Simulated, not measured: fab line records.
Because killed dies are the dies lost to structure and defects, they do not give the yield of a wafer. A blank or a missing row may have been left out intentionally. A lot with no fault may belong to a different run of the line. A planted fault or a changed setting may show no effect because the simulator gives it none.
Chamber matching ; flow n5-finfet ; N5_ILD0_CMP_03 on cmp-02 has 4 sister chambers
The step polishes, stops on SiNx, t overpolish 1.9 s, target thk 197.38 nm. 8 wafers are shown with their chamber, then 7 later ones without.

WAFERS WITH THEIR CHAMBER
wafer;chamber;motor-current-A (A);slurry-filter-dp-kPa (kPa)
L079.3;0;10.9;13.37
L083.1;3;11.3;13.33
L083.2;1;13.2;13.42
L089.2;0;10.2;13.42
L089.3;1;13.4;13.25
L089.5;2;11.1;13.62
L091.1;3;11.9;13.34
L091.4;2;11.5;13.49

WAFERS WHOSE CHAMBER IS MISSING
wafer;motor-current-A (A);slurry-filter-dp-kPa (kPa)
L091.6;13.1;13.35
L092.2;11.2;13.55
L092.3;11.2;13.86
L092.6;11.3;13.25
L095.2;11.4;13.78
L095.4;11.1;13.51
L095.5;11.5;13.40

EACH ONE'S CHAMBER
wafer;from the rows above;in truth
L091.6;1;1
L092.2;2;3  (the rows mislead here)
L092.3;2;2
L092.6;can't be placed: 3 or 0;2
L095.2;2;2
L095.4;can't be placed: 2 or 0 or 3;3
L095.5;can't be placed: 3 or 2 or 0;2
Placed correctly: 3 of 7. From these rows, 3 cannot be placed; in 2 the true chamber is one of the candidates. Number placed wrongly: 1.
How it was worked out, from the rows above alone: a wafer's distance from a chamber is the root of the sum, over the readings, of the square of ((its reading less the chamber's mean) divided by the reading's scatter). The wafer belongs to the nearest chamber; if the next one is less than 2 further off, it can't be placed. For every chamber, the mean is computed from those of its wafers that are shown. The scatter is the square root of a quotient: the sum, over the shown wafers, of each reading's squared deviation from its chamber's mean, divided by wafers minus chambers.
